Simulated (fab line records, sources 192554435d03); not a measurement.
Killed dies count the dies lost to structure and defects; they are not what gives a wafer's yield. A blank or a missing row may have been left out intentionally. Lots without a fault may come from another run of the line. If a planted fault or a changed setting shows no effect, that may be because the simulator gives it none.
Split-lot experiment / flow n5 finfet / 21 wafers read from 7 lots, route of 1938 steps

SPLIT DETAILS
At N5_MOL_CONTACT_COAG_ETCH_67 (etches SOC in N2/H2, target depth 60 nm, overetch 21 nm, time 101.2 s), the setting source w was moved away from the recipe's 840 W on 6 of the 21 wafers read, by -14.4% to +12.9%. All remaining wafers had this setting at the recipe value.

Reading taken at the split's own step.

THE READING
rf vpp V, in V, at N5_MOL_CONTACT_COAG_ETCH_67 (etches SOC in N2/H2, target depth 60 nm, overetch 21 nm, time 101.2 s). A value of 525.3 V with a standard deviation of 2.4 V is what fault-free wafers of this fab line usually give.

wafer=L078.2; tool, chamber at the split=rie diel-02, 0; source w as run, W=840; against the recipe=recipe; rf vpp V, V=523.2; against lot-mates on the recipe=-
wafer=L078.4; tool, chamber at the split=rie diel-02, 3; source w as run, W=719.4; against the recipe=-14.4%; rf vpp V, V=552.5; against lot-mates on the recipe=+29.3
wafer=L078.5; tool, chamber at the split=rie diel-02, 3; source w as run, W=719.4; against the recipe=-14.4%; rf vpp V, V=552.3; against lot-mates on the recipe=+29.1
wafer=L080.2; tool, chamber at the split=rie diel-03, 3; source w as run, W=840; against the recipe=recipe; rf vpp V, V=525.1; against lot-mates on the recipe=-
wafer=L080.3; tool, chamber at the split=rie diel-03, 2; source w as run, W=894.6; against the recipe=+6.5%; rf vpp V, V=518.2; against lot-mates on the recipe=-7.0
wafer=L080.6; tool, chamber at the split=rie diel-03, 3; source w as run, W=840; against the recipe=recipe; rf vpp V, V=525.3; against lot-mates on the recipe=-
wafer=L083.2; tool, chamber at the split=rie diel-03, 2; source w as run, W=928.6; against the recipe=+10.5%; rf vpp V, V=510.5; against lot-mates on the recipe=-14.2
wafer=L083.4; tool, chamber at the split=rie diel-03, 0; source w as run, W=840; against the recipe=recipe; rf vpp V, V=524.1; against lot-mates on the recipe=-
wafer=L083.5; tool, chamber at the split=rie diel-03, 3; source w as run, W=840; against the recipe=recipe; rf vpp V, V=525.3; against lot-mates on the recipe=-
wafer=L085.1; tool, chamber at the split=rie diel-02, 3; source w as run, W=840; against the recipe=recipe; rf vpp V, V=525.1; against lot-mates on the recipe=-
wafer=L085.4; tool, chamber at the split=rie diel-02, 2; source w as run, W=840; against the recipe=recipe; rf vpp V, V=523.8; against lot-mates on the recipe=-
wafer=L085.6; tool, chamber at the split=rie diel-02, 3; source w as run, W=840; against the recipe=recipe; rf vpp V, V=523.6; against lot-mates on the recipe=-
wafer=L086.4; tool, chamber at the split=rie diel-03, 2; source w as run, W=840; against the recipe=recipe; rf vpp V, V=527.8; against lot-mates on the recipe=-
wafer=L086.5; tool, chamber at the split=rie diel-03, 3; source w as run, W=948.1; against the recipe=+12.9%; rf vpp V, V=504.1; against lot-mates on the recipe=-22.0
wafer=L086.6; tool, chamber at the split=rie diel-03, 0; source w as run, W=840; against the recipe=recipe; rf vpp V, V=524.5; against lot-mates on the recipe=-
wafer=L091.3; tool, chamber at the split=rie diel-03, 3; source w as run, W=840; against the recipe=recipe; rf vpp V, V=524.8; against lot-mates on the recipe=-
wafer=L091.4; tool, chamber at the split=rie diel-03, 2; source w as run, W=738.5; against the recipe=-12.1%; rf vpp V, V=550.4; against lot-mates on the recipe=+25.2
wafer=L091.6; tool, chamber at the split=rie diel-03, 0; source w as run, W=840; against the recipe=recipe; rf vpp V, V=525.6; against lot-mates on the recipe=-
wafer=L095.1; tool, chamber at the split=rie diel-03, 3; source w as run, W=840; against the recipe=recipe; rf vpp V, V=525.5; against lot-mates on the recipe=-
wafer=L095.2; tool, chamber at the split=rie diel-03, 0; source w as run, W=840; against the recipe=recipe; rf vpp V, V=525.9; against lot-mates on the recipe=-
wafer=L095.3; tool, chamber at the split=rie diel-03, 2; source w as run, W=840; against the recipe=recipe; rf vpp V, V=529.2; against lot-mates on the recipe=-

FIT RESULTS
A straight line over all 21 wafers: rf vpp V changes by -1.76 V for each +1% of source w; r = -0.99; the points scatter about the line by 2 V.
The same after taking each lot's own level away (the mean of its wafers on the recipe; 21 wafers): -1.84 V for each +1%; r = -0.99; scatter 2 V.
According to that fit, moving source w by its largest amount changes the reading by 26 V.
Measured against the standard deviation above, the lots' own levels, which go from 523.20 to 526.87 V, span 1.5 times it.
So the lot-to-lot level changes the slope little: the two slopes agree.
Check: for one of the wafers moved furthest among these (-14.4%), held out of the fit, the line's prediction against its lot-mates is +26.6 V. It came out at +29.3 V against them.
Tool readings at the split's step, against how far the setting was moved: rf vpp V r = -0.99.

THESE WAFERS: OTHER SPLITS
These wafers also went through other splits before the reading. Each is held against what the fit with the lots' levels taken away leaves over:
other split on the same wafers=N5_DUMMY_GATE_ETCH_42 bias w; wafers away from the commonest value=7; r with rf vpp V (lot level and that fit taken away)=-0.08
other split on the same wafers=N5_SD_EPI_P_PEB_07 peb time s; wafers away from the commonest value=7; r with rf vpp V (lot level and that fit taken away)=+0.27
other split on the same wafers=N5_SD_EPI_P_DEVELOP_08 develop time s; wafers away from the commonest value=5; r with rf vpp V (lot level and that fit taken away)=-0.30
other split on the same wafers=N5_ILD0_CMP_12 down force psi; wafers away from the commonest value=9; r with rf vpp V (lot level and that fit taken away)=-0.10
other split on the same wafers=N5_GATE_CUT_COAT_35 spin rpm; wafers away from the commonest value=7; r with rf vpp V (lot level and that fit taken away)=-0.13
other split on the same wafers=N5_MOL_CONTACT_COAG_ETCH_110 source w; wafers away from the commonest value=9; r with rf vpp V (lot level and that fit taken away)=+0.07

FILE'S OWN FIT
rf vpp V changes by -1.79 V for each +1% of source w, r = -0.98.
